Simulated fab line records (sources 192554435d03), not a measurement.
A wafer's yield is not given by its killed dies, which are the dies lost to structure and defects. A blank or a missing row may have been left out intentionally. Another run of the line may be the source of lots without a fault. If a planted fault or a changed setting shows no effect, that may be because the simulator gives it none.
fab line records	flow n5-finfet	part 1 of 2: steps 1 to 17 of 24
[record] lots = 5	wafers = 15	last-day = 19
route steps=1938 shown FIN_CUT@159
lots with no fault: from the same line, run without faults
start-h: hours from the record's opening day to when the first of the lot's shown wafers began	wait-h: hours from the lot's prior step to this one	" the same as in the row above	L1.1+2: one row covering several wafers at once	- either no value or no given start	* or withheld: withheld	< > ~ a bound
route shown NAME@n: names a module that has steps shown in the file, with the first one's number in the route	usual: mean and standard deviation over wafers with no fault	same: alike in all rows	chamber/n: place in a boat	sites: each site's reading	_std_site: how widely they spread, as a standard deviation	_edge_site: outer sites' mean less inner sites'	radius-mm: for every site, how far away it sits from the centre of the wafer	mask NAME#n: copy n	behind: the last tool/chamber to shape the wafer	hold: the reason the lot was held/the length of the hold in hours/how it ended	device: transistor that didn't switch, given as n, p or np	end of line: the route-end tests of the same wafers	a step without rows: its recipe alone	killed: dies that structure and defects cost at the first sort, which is not the same as the wafer's yield	map: a wafer's dies, marking killed ones x, the rest . and places with no die _
set.NAME: the run value of the setting; set.NAME@STEP: its run value at that earlier step	model.NAME: the simulator's own value behind a step, which no gauge read
lots seen at some steps along the route; tables by step, rows by wafer
services: when a tool's chamber went out of use (start-h, in hours from the record's first day, below 0 if earlier), for how many hours, and the reason
[[steps]]
[step N5_FIN_CUT_SOFTBAKE_03]
[recipe] temp-c = 110	time-s = 60	resist = CAR-EUV
lot.wafer	tool	chamber	start-h	wait-h
L075.1+4+6	litho-track-01	0	-	-
L076.3+5+6	litho-track-01	0	-	-
L078.2+3+4	litho-track-03	0	-	-
L083.2+4+6	litho-track-01	0	-	-
L097.1+2+6	litho-track-01	0	-	-
[step N5_FIN_CUT_EXPOSE_05]
[recipe] mask-id = FIN_CUT	na = 0.33	source-shape = annular	sigma-inner = 0.35	sigma-outer = 0.8	polarization = unpolarized	dose-mj = 45.75
[usual] exposure-dose-mJ-cm2 = 45.69/0.22
lot.wafer	tool	chamber	start-h	wait-h	mask	exposure-dose-mJ-cm2
L075.1	euv-scanner-01	0	32.51	-	FIN_CUT#0	45.63
L075.4	"	0	"	"	FIN_CUT#0	45.62
L075.6	"	0	"	"	FIN_CUT#0	45.60
L076.3	euv-scanner-01	0	39.21	-	FIN_CUT#0	45.65
L076.5	"	0	"	"	FIN_CUT#0	45.71
L076.6	"	0	"	"	FIN_CUT#0	45.63
L078.2	euv-scanner-01	0	50.91	-	FIN_CUT#0	45.54
L078.3	"	0	"	"	FIN_CUT#0	45.61
L078.4	"	0	"	"	FIN_CUT#0	45.64
L083.2	euv-scanner-01	0	80.42	-	FIN_CUT#0	45.61
L083.4	"	0	"	"	FIN_CUT#0	45.63
L083.6	"	0	"	"	FIN_CUT#0	45.62
L097.1	euv-scanner-01	0	165.65	-	FIN_CUT#0	45.55
L097.2	"	0	"	"	FIN_CUT#0	45.49
L097.6	"	0	"	"	FIN_CUT#0	45.53
[step N5_FIN_CUT_PEB_06]
[recipe] peb-temp-c = 100	peb-time-s = 60	resist = CAR-EUV
lot.wafer	tool	chamber	start-h	wait-h
L075.1+4+6	litho-track-04	0	32.57	0.1
L076.3+5+6	litho-track-03	0	39.27	0.0
L078.2+3+4	litho-track-03	0	50.97	0.1
L083.2+4+6	litho-track-04	0	80.48	0.1
L097.1+2+6	litho-track-01	0	165.71	0.1
[step N5_FIN_CUT_DEVELOP_07]
[recipe] develop-time-s = 30	developer = TMAH	resist = CAR-EUV	rinse-liquid = surfactant-rinse	dry = air-spin	dev-temp-c = 23
lot.wafer	tool	chamber	start-h	wait-h
L075.1+4+6	litho-track-04	0	-	-
L076.3+5+6	litho-track-03	0	-	-
L078.2+3+4	litho-track-03	0	-	-
L083.2+4+6	litho-track-04	0	-	-
L097.1+2+6	litho-track-01	0	-	-
[step N5_FIN_CUT_CD_MEAS_08]
[recipe] target-cd-nm = 29.1	landing-energy-ev = 500	detector = se-inlens	polarity = opening
[usual] cd-nm = 29.10/0.24
lot.wafer	tool	chamber	start-h	wait-h	cd-nm
L075.1	cd-sem-03	0	32.64	-	28.72
L075.4	"	0	"	"	29.41
L075.6	"	0	"	"	28.80
L076.3	cd-sem-01	0	39.33	-	29.20
L076.5	"	0	"	"	28.99
L076.6	"	0	"	"	28.96
L078.2	cd-sem-02	0	51.04	-	29.28
L078.3	"	0	"	"	29.29
L078.4	"	0	"	"	29.22
L083.2	cd-sem-01	0	80.54	-	29.29
L083.4	"	0	"	"	29.20
L083.6	"	0	"	"	29.19
L097.1	cd-sem-02	0	165.78	-	28.81
L097.2	"	0	"	"	29.20
L097.6	"	0	"	"	29.00
[step N5_FIN_CUT_OVL_MEAS_09]
[recipe] points-per-wafer = 522
[usual] FIN_CUT_OVL = -0.3/0.62
lot.wafer	tool	chamber	start-h	wait-h	FIN_CUT_OVL[nm]
L075.1	overlay-02	0	32.67	0.0	0.3
L075.4	"	0	"	"	0.7
L075.6	"	0	"	"	-0.1
L076.3	overlay-02	0	39.37	0.0	-1.3
L076.5	"	0	"	"	-1.1
L076.6	"	0	"	"	-1.0
L078.2	overlay-02	0	51.08	0.0	-0.7
L078.3	"	0	"	"	-1.2
L078.4	"	0	"	"	0.2
L083.2	overlay-01	0	80.58	0.0	-0.2
L083.4	"	0	"	"	0.0
L083.6	"	0	"	"	0.2
L097.1	overlay-02	0	165.81	0.0	-0.2
L097.2	"	0	"	"	0.7
L097.6	"	0	"	"	-0.2
[step N5_FIN_CUT_INSPECT_10]
[recipe] mode = adi	inspect-instrument = brightfield
[usual] raw-defect-count = 42/11
lot.wafer	tool	chamber	start-h	wait-h	raw-defect-count
L075.1	defect-inspect-02	-	32.73	0.1	35
L075.4	"	-	"	"	28
L075.6	"	-	"	"	35
L076.3	defect-inspect-01	-	39.42	0.0	50
L076.5	"	-	"	"	48
L076.6	"	-	"	"	27
L078.2	defect-inspect-01	-	51.13	0.0	42
L078.3	"	-	"	"	48
L078.4	"	-	"	"	49
L083.2	defect-inspect-01	-	80.63	0.0	53
L083.4	"	-	"	"	31
L083.6	"	-	"	"	44
L097.1	defect-inspect-02	-	165.87	0.1	40
L097.2	"	-	"	"	52
L097.6	"	-	"	"	60
[step N5_FIN_CUT_DESCUM_13]
[recipe] chemistry = O2	time-s = 7	source-power-w = 50	bias-power-w = 20	pressure-mtorr = 20	rf-frequency-hz = 2.712e+07	temp-c = 40	resist = CAR-EUV	o2-flow-sccm = 225
[usual] chamber-pressure-mTorr = 19.999/0.017	drypump-motor-current-A = 5.80/0.24	oes-product-au = 0.77/0.092	rf-vpp-V = 243.4/1.2	showerhead-plenum-p-Torr = 2.12/0.051	throttle-valve-pct = 20.5/0.34
lot.wafer	tool	chamber	start-h	wait-h	chamber-pressure-mTorr	drypump-motor-current-A	oes-product-au	rf-hours-counter-h	rf-vpp-V	showerhead-plenum-p-Torr	throttle-valve-pct
L075.1	rie-diel-06	2	32.76	0.0	20.006	5.94	0.76	122	243.3	2.09	20.2
L075.4	"	1	"	"	19.996	5.71	0.72	171	243.0	2.19	20.7
L075.6	"	0	"	"	20.001	5.88	0.71	-	241.2	2.08	20.7
L076.3	rie-diel-01	3	39.48	0.1	20.008	5.56	0.76	139	243.5	2.11	20.2
L076.5	"	2	"	"	20.004	5.61	0.67	-	240.9	2.08	20.8
L076.6	"	1	"	"	19.994	6.24	0.77	-	244.8	2.20	21.0
L078.2	rie-diel-02	0	51.16	0.0	19.987	5.84	0.75	136	241.6	2.02	20.6
L078.3	"	1	"	"	19.979	6.33	0.77	123	245.1	2.18	20.2
L078.4	"	2	"	"	20.000	5.47	0.75	150	245.2	2.17	20.5
L083.2	rie-diel-01	0	80.67	0.0	20.020	5.69	0.99	9	244.6	2.11	19.9
L083.4	"	2	"	"	20.017	5.64	1.03	-	240.2	2.07	20.4
L083.6	"	0	"	"	20.000	5.69	0.99	-	243.0	2.11	19.9
L097.1	rie-diel-02	3	165.90	0.0	19.997	5.80	0.71	227	245.4	2.14	20.6
L097.2	"	1	"	"	20.024	6.33	0.75	160	244.6	2.16	20.3
L097.6	"	0	"	"	20.002	5.82	0.73	-	242.2	2.01	20.6
[step N5_FIN_CUT_ETCH_30]
[recipe] chemistry = N2/H2	target = underlayer	target-depth-a = 130	mask-material = CAR-EUV	time-s = 10.4	ion-energy-ev = 200	pressure-mtorr = 30	source-w = 840	bias-w = 150	n2-flow-sccm = 200	h2-flow-sccm = 200	ends = cleared
[usual] chamber-pressure-mTorr = 30.004/0.028	drypump-motor-current-A = 5.81/0.25	etch-rf-on-time-s = 10.34/0.23	oes-product-au = 0.66/0.076	rf-vpp-V = 524.4/2	showerhead-plenum-p-Torr = 2.57/0.071	throttle-valve-pct = 17.9/0.34
lot.wafer	tool	chamber	start-h	wait-h	chamber-pressure-mTorr	drypump-motor-current-A	etch-rf-on-time-s	oes-product-au	rf-hours-counter-h	rf-vpp-V	showerhead-plenum-p-Torr	throttle-valve-pct
L075.1	rie-diel-06	2	32.80	0.0	30.052	6.02	10.15	0.67	122	524.9	2.56	17.7
L075.4	"	1	"	"	29.999	5.71	10.17	0.64	171	526.2	2.66	18.1
L075.6	"	0	"	"	30.002	5.88	10.37	0.61	-	521.6	2.51	18.0
L076.3	rie-diel-01	3	39.51	0.0	30.007	5.55	10.54	0.64	139	524.7	2.54	17.6
L076.5	"	2	"	"	30.020	5.62	10.71	0.57	-	524.3	2.50	18.1
L076.6	"	1	"	"	30.022	6.25	10.47	0.66	-	528.1	2.66	18.3
L078.2	rie-diel-02	0	51.20	0.0	29.993	5.85	10.48	0.64	136	520.8	2.44	17.8
L078.3	"	1	"	"	30.000	6.33	10.15	0.66	123	527.5	2.66	17.8
L078.4	"	2	"	"	29.974	5.45	10.65	0.63	150	527.4	2.68	18.2
L083.2	rie-diel-01	0	80.70	0.0	29.974	5.67	10.15	0.83	9	524.5	2.57	17.2
L083.4	"	2	"	"	29.980	5.63	10.15	0.87	-	524.5	2.49	17.7
L083.6	"	0	"	"	30.064	5.69	10.03	0.84	-	525.7	2.57	17.2
L097.1	rie-diel-02	3	165.94	0.0	29.993	5.82	9.92	0.61	227	527.2	2.63	18.2
L097.2	"	1	"	"	29.961	6.34	9.99	0.64	160	528.0	2.65	17.8
L097.6	"	0	"	"	29.943	5.85	10.45	0.62	-	521.6	2.42	17.9
[step N5_FIN_CUT_ETCH_20]
[recipe] chemistry = CF4	target = SiARC	target-depth-a = 260	mask-material = CAR-EUV	time-s = 43.3	ion-energy-ev = 80	pressure-mtorr = 40	source-w = 545	bias-w = 36	Ar_flow_sccm = 100	cf4-flow-sccm = 100	ends = cleared
[usual] chamber-pressure-mTorr = 40.00/0.038	drypump-motor-current-A = 5.80/0.24	etch-rf-on-time-s = 43.0/0.87	oes-product-au = 0.66/0.076	rf-vpp-V = 184.3/1.1	showerhead-plenum-p-Torr = 2.16/0.056	throttle-valve-pct = 15.67/0.27
lot.wafer	tool	chamber	start-h	wait-h	chamber-pressure-mTorr	drypump-motor-current-A	etch-rf-on-time-s	oes-product-au	rf-hours-counter-h	rf-vpp-V	showerhead-plenum-p-Torr	throttle-valve-pct
L075.1	rie-diel-06	2	32.82	0.0	39.96	6.02	42.6	0.67	122	183.2	2.15	15.54
L075.4	"	1	"	"	39.99	5.74	42.8	0.64	171	185.0	2.22	15.79
L075.6	"	0	"	"	39.91	5.86	44.1	0.59	-	183.4	2.11	15.78
L076.3	rie-diel-01	3	39.53	0.0	40.05	5.56	43.4	0.64	139	186.1	2.14	15.37
L076.5	"	2	"	"	39.99	5.63	43.7	0.58	-	183.8	2.10	15.83
L076.6	"	1	"	"	39.94	6.23	43.2	0.66	-	186.3	2.23	15.98
L078.2	rie-diel-02	0	51.22	0.0	40.00	5.82	44.3	0.64	136	183.7	2.05	15.59
L078.3	"	1	"	"	40.02	6.33	42.2	0.66	123	185.3	2.24	15.54
L078.4	"	2	"	"	39.99	5.44	44.2	0.63	150	186.7	2.23	15.78
L083.2	rie-diel-01	0	80.72	0.0	39.96	5.66	42.2	0.83	9	185.3	2.19	15.22
L083.4	"	2	"	"	39.95	5.60	42.3	0.87	-	184.4	2.09	15.34
L083.6	"	0	"	"	40.03	5.65	42.1	0.83	-	183.9	2.19	15.24
L097.1	rie-diel-02	3	165.96	0.0	40.05	5.82	41.2	0.61	227	183.4	2.19	15.88
L097.2	"	1	"	"	40.01	6.32	41.6	0.65	160	185.3	2.23	15.63
L097.6	"	0	"	"	40.07	5.83	43.5	0.61	-	182.5	2.03	15.64
[step N5_FIN_CUT_ETCH_21]
[recipe] chemistry = N2/H2	target = SOC	target-depth-a = 2190	overetch-a = 438	mask-material = SiARC	temp-c = 40	ion-energy-ev = 100	bias-w = 61	time-s = 523.5	pressure-mtorr = 30	source-w = 850	n2-flow-sccm = 200	h2-flow-sccm = 200
[usual] chamber-pressure-mTorr = 29.999/0.027	drypump-motor-current-A = 5.81/0.25	oes-product-au = 0.71/0.078	rf-vpp-V = 241.1/1.2	showerhead-plenum-p-Torr = 2.57/0.07	throttle-valve-pct = 17.9/0.34
lot.wafer	tool	chamber	start-h	wait-h	chamber-pressure-mTorr	drypump-motor-current-A	oes-product-au	rf-hours-counter-h	rf-vpp-V	showerhead-plenum-p-Torr	throttle-valve-pct
L075.1	rie-diel-06	2	32.85	0.0	29.976	5.98	0.71	122	241.0	2.56	17.7
L075.4	"	1	"	"	29.979	5.72	0.67	171	243.0	2.66	18.0
L075.6	"	0	"	"	30.012	5.90	0.65	-	241.0	2.51	18.0
L076.3	rie-diel-01	3	39.57	0.0	29.979	5.56	0.70	139	240.4	2.54	17.5
L076.5	"	2	"	"	30.013	5.62	0.62	-	241.2	2.50	18.0
L076.6	"	1	"	"	29.958	6.22	0.71	-	242.7	2.66	18.2
L078.2	rie-diel-02	0	51.26	0.0	29.978	5.84	0.69	136	239.5	2.44	17.8
L078.3	"	1	"	"	29.978	6.37	0.70	123	241.7	2.66	17.7
L078.4	"	2	"	"	29.995	5.47	0.68	150	242.2	2.68	18.1
L083.2	rie-diel-01	0	80.76	0.0	30.016	5.65	0.90	9	240.6	2.57	17.2
L083.4	"	2	"	"	30.064	5.62	0.92	-	241.0	2.49	17.6
L083.6	"	0	"	"	29.986	5.69	0.89	-	242.2	2.57	17.2
L097.1	rie-diel-02	3	166.00	0.0	29.965	5.82	0.64	227	244.1	2.63	18.1
L097.2	"	1	"	"	29.970	6.33	0.67	160	243.7	2.65	17.8
L097.6	"	0	"	"	29.969	5.82	0.67	-	240.3	2.42	17.9
[step N5_FIN_CUT_STRIP_23]
[recipe] chemistry = N2/H2	temp-c = 40	n2-flow-sccm = 200	h2-flow-sccm = 200	rf-frequency-hz = 6e+07
lot.wafer	tool	chamber	start-h	wait-h
L075.1+4+6	rie-diel-06	2,1,0	33.16	0.2
L076.3+5+6	rie-diel-01	3,2,1	39.88	0.2
L078.2+3+4	rie-diel-02	0,1,2	51.56	0.2
L083.2+4+6	rie-diel-01	0,2,0	81.06	0.2
L097.1+2+6	rie-diel-02	3,1,0	166.30	0.2
[step N5_FIN_CUT_STRIP_31]
[recipe] chemistry = N2/H2	temp-c = 40	n2-flow-sccm = 200	h2-flow-sccm = 200	rf-frequency-hz = 6e+07
lot.wafer	tool	chamber	start-h	wait-h
L075.1+4+6	rie-diel-06	2,1,0	33.17	0.0
L076.3+5+6	rie-diel-01	3,2,1	39.89	0.0
L078.2+3+4	rie-diel-02	0,1,2	51.57	0.0
L083.2+4+6	rie-diel-01	0,2,0	81.07	0.0
L097.1+2+6	rie-diel-02	3,1,0	166.31	0.0
[step N5_FIN_CUT_STRIP_24]
[recipe] chemistry = CF4	resist = SiARC	power-w = 300	bias-power-w = 75	pressure-mtorr = 50	cf4-flow-sccm = 150	rf-frequency-hz = 6e+07
[usual] chamber-pressure-mTorr = 50.01/0.047	drypump-motor-current-A = 5.80/0.25	oes-product-au = 0.76/0.084	rf-vpp-V = 271.4/1.2	showerhead-plenum-p-Torr = 1.81/0.046	throttle-valve-pct = 13.64/0.28
lot.wafer	tool	chamber	start-h	wait-h	chamber-pressure-mTorr	drypump-motor-current-A	oes-product-au	rf-hours-counter-h	rf-vpp-V	showerhead-plenum-p-Torr	throttle-valve-pct
L075.1	rie-diel-06	2	33.18	0.0	50.04	5.99	0.76	122	270.0	1.80	13.51
L075.4	"	1	"	"	50.00	5.72	0.72	171	273.0	1.86	13.78
L075.6	"	0	"	"	50.08	5.84	0.69	-	270.6	1.76	13.76
L076.3	rie-diel-01	3	39.90	0.0	49.95	5.55	0.75	140	272.1	1.79	13.35
L076.5	"	2	"	"	50.00	5.62	0.67	-	270.8	1.75	13.81
L076.6	"	1	"	"	49.94	6.24	0.77	-	271.4	1.87	13.90
L078.2	rie-diel-02	0	51.58	0.0	49.98	5.82	0.74	136	269.9	1.71	13.57
L078.3	"	1	"	"	50.01	6.30	0.75	123	272.7	1.87	13.52
L078.4	"	2	"	"	50.05	5.45	0.74	150	272.3	1.86	13.74
L083.2	rie-diel-01	0	81.08	0.0	50.07	5.67	0.95	9	272.0	1.83	13.18
L083.4	"	2	"	"	50.09	5.62	0.98	-	270.0	1.75	13.24
L083.6	"	0	"	"	49.98	5.66	0.95	-	272.7	1.83	13.19
L097.1	rie-diel-02	3	166.32	0.0	49.99	5.79	0.68	227	271.8	1.83	13.86
L097.2	"	1	"	"	49.97	6.33	0.73	160	272.8	1.86	13.60
L097.6	"	0	"	"	50.09	5.81	0.71	-	269.2	1.71	13.65
[step N5_FIN_CUT_CUT_ETCH_26]
[recipe] chemistry = CH3F/O2	target = SiNx	target-depth-a = 390	mask-material = SOC	time-s = 55.7	pressure-mtorr = 30	source-w = 395	bias-w = 73	Ar_flow_sccm = 150	CH3F_flow_sccm = 30	O2_flow_sccm = 20	ion-energy-ev = 120
[usual] chamber-pressure-mTorr = 30.00/0.03	drypump-motor-current-A = 5.80/0.25	oes_ar_750_au = 0.77/0.083	oes-product-au = 0.77/0.092	rf-vpp-V = 297/4.8	showerhead-plenum-p-Torr = 2.02/0.055	throttle-valve-pct = 16.44/0.27
lot.wafer	tool	chamber	start-h	wait-h	chamber-pressure-mTorr	drypump-motor-current-A	oes_ar_750_au	oes-product-au	rf-hours-counter-h	rf-vpp-V	showerhead-plenum-p-Torr	throttle-valve-pct
L075.1	rie-diel-06	2	33.20	0.0	30.02	6.02	0.79	0.77	122	289	2.01	16.27
L075.4	"	1	"	"	30.06	5.74	0.75	0.72	171	290	2.07	16.52
L075.6	"	0	"	"	29.94	5.85	0.70	0.70	-	297	1.98	16.56
L076.3	rie-diel-01	3	39.92	0.0	30.02	5.56	0.74	0.75	140	297	2.01	16.17
L076.5	"	2	"	"	29.98	5.60	0.67	0.67	-	303	1.97	16.62
L076.6	"	1	"	"	30.01	6.18	0.78	0.78	-	296	2.09	16.75
L078.2	rie-diel-02	0	51.60	0.0	30.01	5.81	0.74	0.74	136	298	1.91	16.34
L078.3	"	1	"	"	29.96	6.32	0.77	0.78	123	305	2.10	16.29
L078.4	"	2	"	"	30.01	5.45	0.74	0.75	150	298	2.10	16.58
L083.2	rie-diel-01	0	81.10	0.0	30.01	5.67	0.96	0.99	9	293	2.04	15.94
L083.4	"	2	"	"	30.00	5.59	0.99	1.02	-	302	1.96	16.17
L083.6	"	0	"	"	30.05	5.67	0.96	0.98	-	293	2.04	15.94
L097.1	rie-diel-02	3	166.34	0.0	30.00	5.82	0.71	0.71	227	304	2.06	16.67
L097.2	"	1	"	"	30.01	6.34	0.74	0.74	160	306	2.09	16.38
L097.6	"	0	"	"	29.99	5.85	0.71	0.72	-	297	1.90	16.41
[step N5_FIN_CUT_CUT_ETCH_27]
[recipe] chemistry = CHF3/O2	target = SiO2	target-depth-a = 40	mask-material = SOC	overetch-a = 20	time-s = 4.9	pressure-mtorr = 30	source-w = 650	bias-w = 170	Ar_flow_sccm = 200	CHF3_flow_sccm = 50	O2_flow_sccm = 5	ion-energy-ev = 200
[usual] chamber-pressure-mTorr = 29.996/0.027	drypump-motor-current-A = 5.80/0.24	oes_ar_750_au = 0.77/0.083	oes-product-au = 0.61/0.067	rf-vpp-V = 522/8.1	showerhead-plenum-p-Torr = 2.43/0.065	throttle-valve-pct = 18.90/0.27
lot.wafer	tool	chamber	start-h	wait-h	chamber-pressure-mTorr	drypump-motor-current-A	oes_ar_750_au	oes-product-au	rf-hours-counter-h	rf-vpp-V	showerhead-plenum-p-Torr	throttle-valve-pct
L075.1	rie-diel-06	2	33.24	0.0	29.944	5.98	0.79	0.61	122	512	2.42	18.71
L075.4	"	1	"	"	29.994	5.72	0.74	0.58	171	509	2.50	19.01
L075.6	"	0	"	"	29.995	5.87	0.69	0.56	-	523	2.38	19.02
L076.3	rie-diel-01	3	39.96	0.0	30.037	5.55	0.75	0.60	140	521	2.42	18.59
L076.5	"	2	"	"	30.000	5.63	0.67	0.54	-	532	2.37	19.04
L076.6	"	1	"	"	29.961	6.19	0.77	0.61	-	522	2.52	19.25
L078.2	rie-diel-02	0	51.64	0.0	29.996	5.84	0.75	0.58	136	525	2.30	18.80
L078.3	"	1	"	"	29.991	6.33	0.77	0.60	123	537	2.52	18.75
L078.4	"	2	"	"	30.026	5.46	0.74	0.60	150	526	2.53	19.07
L083.2	rie-diel-01	0	81.15	0.0	29.984	5.64	0.96	0.76	9	517	2.46	18.46
L083.4	"	2	"	"	30.021	5.62	0.99	0.79	-	533	2.36	18.64
L083.6	"	0	"	"	29.966	5.66	0.96	0.76	-	517	2.46	18.44
L097.1	rie-diel-02	3	166.39	0.0	29.973	5.77	0.71	0.55	227	536	2.48	19.12
L097.2	"	1	"	"	30.003	6.33	0.74	0.57	160	535	2.51	18.83
L097.6	"	0	"	"	29.954	5.84	0.72	0.56	-	525	2.29	18.85
[step N5_FIN_CUT_PRECLEAN_35]
[recipe] time-s = 13.3	temp-c = 45	pressure-torr = 125	p-hf-torr = 3	p-coreactant-torr = 25	chemistry = vHF
[usual] drypump-motor-current-A = 5.8/0.41	foreline-p-Torr = 0.1280/0.00044	pressure-torr = 124.98/0.26
lot.wafer	tool	chamber	start-h	wait-h	drypump-motor-current-A	foreline-p-Torr	pressure-torr
L075.1	vapor-etch-02	0	33.31	0.0	5.4	0.1278	125.25
L075.4	"	0	"	"	5.3	0.1285	125.14
L075.6	"	0	"	"	5.4	0.1275	125.16
L076.3	vapor-etch-01	0	40.05	0.1	6.3	0.1279	124.83
L076.5	"	0	"	"	6.3	0.1279	124.80
L076.6	"	1	"	"	5.4	0.1276	125.08
L078.2	vapor-etch-01	1	51.71	0.0	5.4	0.1280	125.15
L078.3	"	1	"	"	5.4	0.1269	125.19
L078.4	"	0	"	"	6.2	0.1276	125.12
L083.2	vapor-etch-02	0	81.22	0.0	5.3	0.1274	125.19
L083.4	"	1	"	"	5.7	0.1289	124.95
L083.6	"	1	"	"	5.7	0.1286	124.73
L097.1	vapor-etch-01	1	166.45	0.0	5.4	0.1279	125.15
L097.2	"	0	"	"	6.3	0.1277	125.22
L097.6	"	0	"	"	6.3	0.1280	125.01
